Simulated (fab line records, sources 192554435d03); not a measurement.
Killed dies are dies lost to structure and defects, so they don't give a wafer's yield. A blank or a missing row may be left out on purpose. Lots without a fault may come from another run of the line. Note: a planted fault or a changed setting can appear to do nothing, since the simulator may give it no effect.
fab line records    flow n5Finfet
record lots=7  wafers=21
route steps=1938 shown WELL_APT@25 FIN_SAQP@130 FIN_CUT@154 DUMMY_GATE@228
startH: hours from the record's first day to the start of the lot's first wafer shown    waitH: hours since the lot's step before    " unchanged from the row above    L1.1+2: a row that stands for several wafers    - no value present, or no start provided    * or withheld: withheld    < > ~ a bound
route shown NAME@n: names a module that has steps shown in the file, with the first one's number in the route    usual: mean and standard deviation over wafers with no fault    same: alike in all rows    chamber/n: place in a boat    sites: readings site by site    _std_site: the values' standard deviation    _edge_site: outer sites' mean less inner sites'    radiusMm: how far each site lies from the wafer's centre    mask NAME#n: copy n    behind: the most recent tool/chamber to have shaped the wafer    hold: reason for holding the lot/hours on hold/outcome of the hold    device: which transistor (n, p or np) failed to switch    end of line: the route-end tests of the same wafers    for a step that has no rows: nothing shown but its recipe    killed: not the wafer's yield, but the dies lost to structure and defects at the first sort    map: a wafer's dies, x killed, . not, _ none there
set.NAME: the setting as run; set.NAME@STEP: as run at that earlier step    model.NAME: the simulator's own value behind a step, which no gauge read
one table per step and one row per wafer, for lots whose settings were changed on purpose
## steps
# step N5_WELL_APT_PEB_06
# recipe pebTempC=130  pebTimeS=90
lot.wafer   tool           chamber  startH  waitH  set.pebTimeS
L075.1+6    lithoTrack-01  0        20.39   0.1    72.92
L075.3      "              0        "       "      90
L076.4+6    lithoTrack-01  0        25.69   0.0    90
L076.5      "              0        "       "      95.65
L084.1+2    lithoTrack-02  0        73.47   0.1    70.52
L084.3      "              0        "       "      90
L087.1      lithoTrack-02  0        91.60   0.1    90
L087.2+6    "              0        "       "      84.87
L090.1      lithoTrack-02  0        109.46  0.1    99.75
L090.3+6    "              0        "       "      90
L092.2+3    lithoTrack-01  0        121.64  0.0    90
L092.6      "              0        "       "      96.31
L097.1+5+6  lithoTrack-05  0        151.75  0.1    90
# step N5_WELL_APT_DEVELOP_07
# recipe developTimeS=45  rinseLiquid=surfactantRinse  dry=airSpin  devTempC=21
# step N5_WELL_APT_HARDBAKE_12
# recipe tempC=130  timeS=120
# step N5_WELL_APT_CD_MEAS_08
# recipe targetCdNm=200  landingEnergyEv=500  detector=seInlens
# usual cdNm=199.9/1.6
lot.wafer  tool      chamber  startH  waitH  set.pebTimeS@WELL_APT_PEB_06  cdNm
L075.1     cdSem-01  0        20.51   -      72.92                         187.8
L075.3     "         0        "       "      90                            196.3
L075.6     "         0        "       "      72.92                         189.9
L076.4     cdSem-03  0        25.81   -      90                            199.4
L076.5     "         0        "       "      95.65                         199.3
L076.6     "         0        "       "      90                            200.3
L084.1     cdSem-02  0        73.58   -      70.52                         187.9
L084.2     "         0        "       "      70.52                         189.5
L084.3     "         0        "       "      90                            198.2
L087.1     cdSem-02  0        91.72   -      90                            201.2
L087.2     "         0        "       "      84.87                         200.8
L087.6     "         0        "       "      84.87                         198.3
L090.1     cdSem-01  0        109.57  -      99.75                         204.6
L090.3     "         0        "       "      90                            198.7
L090.6     "         0        "       "      90                            197.1
L092.2     cdSem-03  0        121.76  -      90                            199.6
L092.3     "         0        "       "      90                            199.9
L092.6     "         0        "       "      96.31                         201.6
L097.1     cdSem-02  0        151.87  -      90                            202.3
L097.5     "         0        "       "      90                            201.7
L097.6     "         0        "       "      90                            199.7
# step N5_WELL_APT_DESCUM_13
# recipe chemistry=O2  timeS=7.9  sourcePowerW=50  biasPowerW=20  pressureMtorr=20  rfFrequencyHz=2.712e+07  tempC=40  o2FlowSccm=225
lot.wafer  tool        chamber  startH  waitH  set.pebTimeS@WELL_APT_PEB_06  model.WELL_APT.cdNm
L075.1     rieDiel-04  2        20.59   0.0    72.92                         187.9
L075.3     "           1        "       "      90                            196.6
L075.6     "           1        "       "      72.92                         189.8
L076.4     rieDiel-06  3        25.93   0.1    90                            199.1
L076.5     "           2        "       "      95.65                         199.4
L076.6     "           1        "       "      90                            199.9
L084.1     rieDiel-06  0        73.73   0.1    70.52                         187.7
L084.2     "           3        "       "      70.52                         189.5
L084.3     "           1        "       "      90                            198
L087.1     rieDiel-05  2        91.81   0.0    90                            201.2
L087.2     "           0        "       "      84.87                         200.3
L087.6     "           2        "       "      84.87                         198.6
L090.1     rieDiel-05  0        109.66  0.0    99.75                         204.6
L090.3     "           1        "       "      90                            198.5
L090.6     "           2        "       "      90                            197.1
L092.2     rieDiel-04  2        121.86  0.1    90                            199.5
L092.3     "           1        "       "      90                            200.2
L092.6     "           1        "       "      96.31                         201.6
L097.1     rieDiel-05  0        151.96  0.0    90                            202
L097.5     "           2        "       "      90                            -
L097.6     "           3        "       "      90                            199.5
# step N5_FIN_SAQP_ETCH_65
# recipe chemistry=CF4  target=SiO2  targetDepthA=40  ionEnergyEv=350  timeS=4.4  pressureMtorr=10  icpW=800  biasW=400  cf4FlowSccm=80
lot.wafer  tool      chamber  startH  waitH  set.timeS  model.etch.depthNm
L075.1     rieSi-06  1        30.09   0.1    4.886      4.414
L075.3     "         2        "       "      4.4        3.994
L075.6     "         2        "       "      4.4        3.974
L076.4     rieSi-04  0        36.31   0.1    4.4        3.919
L076.5     "         0        "       "      3.637      3.241
L076.6     "         1        "       "      4.4        3.888
L084.1     rieSi-04  2        84.75   0.1    4.4        4.137
L084.2     "         1        "       "      4.4        3.958
L084.3     "         0        "       "      4.4        3.898
L087.1     rieSi-04  3        102.20  0.1    4.4        3.972
L087.2     "         1        "       "      4.4        4.037
L087.6     "         3        "       "      4.71       4.225
L090.1     rieSi-06  1        120.88  0.1    3.858      3.477
L090.3     "         0        "       "      3.858      3.563
L090.6     "         0        "       "      4.4        4.085
L092.2     rieSi-04  1        133.41  0.1    4.4        4.077
L092.3     "         2        "       "      4.4        4.202
L092.6     "         3        "       "      4.4        4.008
L097.1     rieSi-06  3        162.62  0.1    4.4        4.041
L097.5     "         2        "       "      4.4        4.01
L097.6     "         1        "       "      4.4        3.992
# step N5_FIN_CUT_COAT_18
# recipe resist=SOC  tempC=250  timeS=60  spinRpm=1500  resistThkNm=230
lot.wafer  tool           chamber  startH  waitH  set.spinRpm  model.SOC_of_FIN_CUT_COAT_18.thkNm
L075.1     lithoTrack-03  0        32.68   0.0    1611         222
L075.3     "              0        "       "      1611         222.2
L075.6     "              0        "       "      1500         229.4
L076.4     lithoTrack-05  0        39.30   0.0    1594         224.4
L076.5     "              0        "       "      1500         230.2
L076.6     "              0        "       "      1500         231.2
L084.1     lithoTrack-03  0        86.90   0.0    1500         230.8
L084.2     "              0        "       "      1564         225.4
L084.3     "              0        "       "      1564         225.8
L087.1     lithoTrack-03  0        105.86  0.0    1544         228.4
L087.2     "              0        "       "      1500         231.8
L087.6     "              0        "       "      1500         231.2
L090.1     lithoTrack-05  0        123.48  0.0    1360         240.2
L090.3     "              0        "       "      1360         241
L090.6     "              0        "       "      1500         229.4
L092.2     lithoTrack-03  0        136.28  0.0    1500         229.8
L092.3     "              0        "       "      1412         236.8
L092.6     "              0        "       "      1500         231.4
L097.1     lithoTrack-05  0        165.10  0.0    1500         230.8
L097.5     "              0        "       "      1500         230.6
L097.6     "              0        "       "      1500         230.4
# step N5_FIN_CUT_EXPOSE_05
# recipe maskId=FIN_CUT  na=0.33  sourceShape=annular  sigmaInner=0.35  sigmaOuter=0.8  polarization=unpolarized  doseMj=45.75
lot.wafer   tool           chamber  startH  waitH  mask       set.doseMj
L075.1      euvScanner-02  0        32.95   -      FIN_CUT#0  43.53
L075.3+6    "              0        "       "      FIN_CUT#0  45.75
L076.4+5+6  euvScanner-02  0        39.46   -      FIN_CUT#0  45.75
L084.1+2+3  euvScanner-01  0        87.16   -      FIN_CUT#0  45.75
L087.1+2+6  euvScanner-02  0        106.00  -      FIN_CUT#0  43.21
L090.1+3+6  euvScanner-01  0        123.74  -      FIN_CUT#0  45.75
L092.2      euvScanner-01  0        136.55  -      FIN_CUT#0  45.75
L092.3+6    "              0        "       "      FIN_CUT#0  43.38
L097.1+5+6  euvScanner-01  0        165.23  -      FIN_CUT#0  45.75
# step N5_FIN_CUT_PEB_06
# recipe pebTempC=100  pebTimeS=60  resist=CAR-EUV
# step N5_FIN_CUT_DEVELOP_07
# recipe developTimeS=30  developer=TMAH  resist=CAR-EUV  rinseLiquid=surfactantRinse  dry=airSpin  devTempC=23
# step N5_FIN_CUT_DESCUM_13
# recipe chemistry=O2  timeS=7  sourcePowerW=50  biasPowerW=20  pressureMtorr=20  rfFrequencyHz=2.712e+07  tempC=40  resist=CAR-EUV  o2FlowSccm=225
# step N5_FIN_CUT_ETCH_30
# recipe chemistry=N2/H2  target=underlayer  targetDepthA=130  maskMaterial=CAR-EUV  timeS=10.4  ionEnergyEv=200  pressureMtorr=30  sourceW=840  biasW=150  n2FlowSccm=200  h2FlowSccm=200  ends=cleared
lot.wafer   tool        chamber  startH  waitH  set.doseMj@FIN_CUT_EXPOSE_05  model.FIN_CUT.cdOffsetNm
L075.1      rieDiel-03  2        33.24   0.0    43.53                         -0.6
L075.3      "           1        "       "      45.75                         0
L075.6      "           2        "       "      45.75                         0.2
L076.4+5+6  rieDiel-02  2,3,0    39.73   0.0    45.75                         0
L084.1      rieDiel-01  0        88.02   0.0    45.75                         -0.2
L084.2+3    "           1,2      "       "      45.75                         0
L087.1      rieDiel-02  0        107.24  0.0    43.21                         -1.2
L087.2+6    "           2        "       "      43.21                         -1
L090.1      rieDiel-01  1        124.37  0.0    45.75                         0.4
L090.3+6    "           2,3      "       "      45.75                         0.2
L092.2      rieDiel-03  0        136.86  0.0    45.75                         -0.2
L092.3      "           2        "       "      43.38                         -0.8
L092.6      "           0        "       "      43.38                         -1
L097.1      rieDiel-03  0        165.53  0.0    45.75                         -0.2
L097.5      "           3        "       "      45.75                         0
L097.6      "           2        "       "      45.75                         0.2
# step N5_FIN_CUT_ETCH_20
# recipe chemistry=CF4  target=SiARC  targetDepthA=260  maskMaterial=CAR-EUV  timeS=43.3  ionEnergyEv=80  pressureMtorr=40  sourceW=545  biasW=36  Ar_flow_sccm=100  cf4FlowSccm=100  ends=cleared
# step N5_FIN_CUT_ETCH_21
# recipe chemistry=N2/H2  target=SOC  targetDepthA=2190  overetchA=438  maskMaterial=SiARC  tempC=40  ionEnergyEv=100  biasW=61  timeS=523.5  pressureMtorr=30  sourceW=850  n2FlowSccm=200  h2FlowSccm=200
lot.wafer  tool        chamber  startH  waitH  set.spinRpm@FIN_CUT_COAT_18  model.etch.depthNm
L075.1     rieDiel-03  2        33.30   0.0    1611                         221.9
L075.3     "           1        "       "      1611                         222.2
L075.6     "           2        "       "      1500                         229.5
L076.4     rieDiel-02  2        39.79   0.0    1594                         224.3
L076.5     "           3        "       "      1500                         230.2
L076.6     "           0        "       "      1500                         231.1
L084.1     rieDiel-01  0        88.07   0.0    1500                         230.8
L084.2     "           1        "       "      1564                         225.4
L084.3     "           2        "       "      1564                         225.9
L087.1     rieDiel-02  0        107.30  0.0    1544                         228.4
L087.2     "           2        "       "      1500                         231.8
L087.6     "           2        "       "      1500                         231.2
L090.1     rieDiel-01  1        124.43  0.0    1360                         240.2
L090.3     "           2        "       "      1360                         241
L090.6     "           3        "       "      1500                         229.4
L092.2     rieDiel-03  0        136.92  0.0    1500                         229.8
L092.3     "           2        "       "      1412                         236.7
L092.6     "           0        "       "      1500                         231.5
L097.1     rieDiel-03  0        165.58  0.0    1500                         230.8
L097.5     "           3        "       "      1500                         230.6
L097.6     "           2        "       "      1500                         230.4
# step N5_FIN_CUT_STRIP_23
# recipe chemistry=N2/H2  tempC=40  n2FlowSccm=200  h2FlowSccm=200  rfFrequencyHz=6e+07
# step N5_FIN_CUT_STRIP_31
# recipe chemistry=N2/H2  tempC=40  n2FlowSccm=200  h2FlowSccm=200  rfFrequencyHz=6e+07
# step N5_FIN_CUT_CUT_ETCH_27
# recipe chemistry=CHF3/O2  target=SiO2  targetDepthA=40  maskMaterial=SOC  overetchA=20  timeS=4.9  pressureMtorr=30  sourceW=650  biasW=170  Ar_flow_sccm=200  CHF3_flow_sccm=50  O2_flow_sccm=5  ionEnergyEv=200
# step N5_FIN_CUT_PRECLEAN_35
# recipe timeS=13.3  tempC=45  pressureTorr=125  pHfTorr=3  pCoreactantTorr=25  chemistry=vHF
# step N5_FIN_CUT_CUT_ETCH_15
# recipe chemistry=HBr/Cl2/O2  target=Si  targetDepthA=1000  btTimeS=10  maskMaterial=SOC  timeS=42.4  ionEnergyEv=*  biasW=*  pressureMtorr=10  icpW=800  HBr_flow_sccm=150  Cl2_flow_sccm=80  O2_flow_sccm=12
lot.wafer  tool      chamber  startH  waitH  set.spinRpm@FIN_CUT_COAT_18  model.SOC_of_FIN_CUT_COAT_18.thkNm
L075.1     rieSi-01  1        33.83   0.1    1611                         163
L075.3     "         2        "       "      1611                         161.8
L075.6     "         1        "       "      1500                         170.6
L076.4     rieSi-03  0        40.35   0.1    1594                         164.8
L076.5+6   "         2,1      "       "      1500                         172.2
L084.1     rieSi-01  2        88.61   0.1    1500                         169.6
L084.2     "         3        "       "      1564                         165
L084.3     "         1        "       "      1564                         166.2
L087.1     rieSi-03  0        107.84  0.1    1544                         169
L087.2     "         3        "       "      1500                         172.6
L087.6     "         0        "       "      1500                         171.2
L090.1     rieSi-05  2        124.96  0.1    1360                         180.6
L090.3     "         0        "       "      1360                         181
L090.6     "         2        "       "      1500                         169
L092.2     rieSi-03  3        137.46  0.1    1500                         170.6
L092.3     "         2        "       "      1412                         177.6
L092.6     "         1        "       "      1500                         171.2
L097.1     rieSi-05  3        166.12  0.1    1500                         170.6
L097.5     "         1        "       "      1500                         171.2
L097.6     "         2        "       "      1500                         170.4
# step N5_DUMMY_GATE_EXPOSE_12
# recipe maskId=GATE  na=0.33  sourceShape=annular  sigmaInner=0.2  sigmaOuter=0.6  polarization=unpolarized  targetCdNm=25  doseMj=34
lot.wafer   tool           chamber  startH  waitH  mask    set.doseMj
L075.1+6    euvScanner-02  0        52.21   -      GATE#0  32.54
L075.3      "              0        "       "      GATE#0  34
L076.4+6    euvScanner-01  0        61.99   -      GATE#0  34
L076.5      "              0        "       "      GATE#0  33.11
L084.1+3    euvScanner-02  0        107.88  -      GATE#0  31.54
L084.2      "              0        "       "      GATE#0  34
L087.1+2    euvScanner-02  0        125.45  -      GATE#0  34.93
L087.6      "              0        "       "      GATE#0  34
L090.1+6    euvScanner-01  0        143.33  -      GATE#0  33.29
L090.3      "              0        "       "      GATE#0  34
L092.2+3    euvScanner-02  0        159.16  -      GATE#0  34
L092.6      "              0        "       "      GATE#0  34.65
L097.1+5+6  euvScanner-01  0        185.66  -      GATE#0  34
# step N5_DUMMY_GATE_PEB_13
# recipe pebTempC=100  pebTimeS=60  resist=CAR-EUV
# step N5_DUMMY_GATE_DEVELOP_14
# recipe developTimeS=30  developer=TMAH  resist=CAR-EUV  rinseLiquid=surfactantRinse  dry=airSpin  devTempC=23
# step N5_DUMMY_GATE_CD_MEAS_15
# recipe targetCdNm=25.8  landingEnergyEv=500  detector=seInlens
# usual cdNm=25.07/0.24
lot.wafer  tool      chamber  startH  waitH  set.doseMj@DUMMY_GATE_EXPOSE_12  cdNm
L075.1     cdSem-02  0        52.33   -      32.54                            26.12
L075.3     "         0        "       "      34                               25.43
L075.6     "         0        "       "      32.54                            26.22
L076.4     cdSem-02  0        62.11   -      34                               24.86
L076.5     "         0        "       "      33.11                            25.51
L076.6     "         0        "       "      34                               25.26
L084.1     cdSem-02  0        108.01  -      31.54                            26.24
L084.2     "         0        "       "      34                               24.74
L084.3     "         0        "       "      31.54                            26.56
L087.1     cdSem-02  0        125.58  -      34.93                            24.67
L087.2     "         0        "       "      34.93                            24.26
L087.6     "         0        "       "      34                               25.59
L090.1     cdSem-02  0        143.45  -      33.29                            25.33
L090.3     "         0        "       "      34                               25.12
L090.6     "         0        "       "      33.29                            25.37
L092.2     cdSem-01  0        159.28  -      34                               24.80
L092.3     "         0        "       "      34                               24.76
L092.6     "         0        "       "      34.65                            24.74
L097.1     cdSem-02  0        185.79  -      34                               25.43
L097.5     "         0        "       "      34                               24.98
L097.6     "         0        "       "      34                               25.29
## key
split step=N5_WELL_APT_PEB_06  setting=pebTimeS  stated=90  by=wafer
response step=N5_WELL_APT_CD_MEAS_08  reading=cdNm  change=+0.411  per=1%  r=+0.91
response step=N5_WELL_APT_DESCUM_13  reading=model.WELL_APT.cdNm  change=+0.417  per=1%  r=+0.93
split step=N5_FIN_SAQP_ETCH_65  setting=timeS  stated=4.4  by=wafer
response step=N5_FIN_SAQP_ETCH_65  reading=model.etch.depthNm  change=+0.0397  per=1%  r=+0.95
split step=N5_FIN_CUT_COAT_18  setting=spinRpm  stated=1500  by=wafer
response step=N5_FIN_CUT_COAT_18  reading=model.SOC_of_FIN_CUT_COAT_18.thkNm  change=-1.1  per=1%  r=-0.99
response step=N5_FIN_CUT_ETCH_21  reading=model.etch.depthNm  change=-1.1  per=1%  r=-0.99
response step=N5_FIN_CUT_CUT_ETCH_15  reading=model.SOC_of_FIN_CUT_COAT_18.thkNm  change=-1.16  per=1%  r=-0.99
split step=N5_FIN_CUT_EXPOSE_05  setting=doseMj  stated=45.75  by=wafer
response step=N5_FIN_CUT_ETCH_30  reading=model.FIN_CUT.cdOffsetNm  change=+0.139  per=1%  r=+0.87
split step=N5_DUMMY_GATE_EXPOSE_12  setting=doseMj  stated=34  by=wafer
response step=N5_DUMMY_GATE_CD_MEAS_15  reading=cdNm  change=-0.215  per=1%  r=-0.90
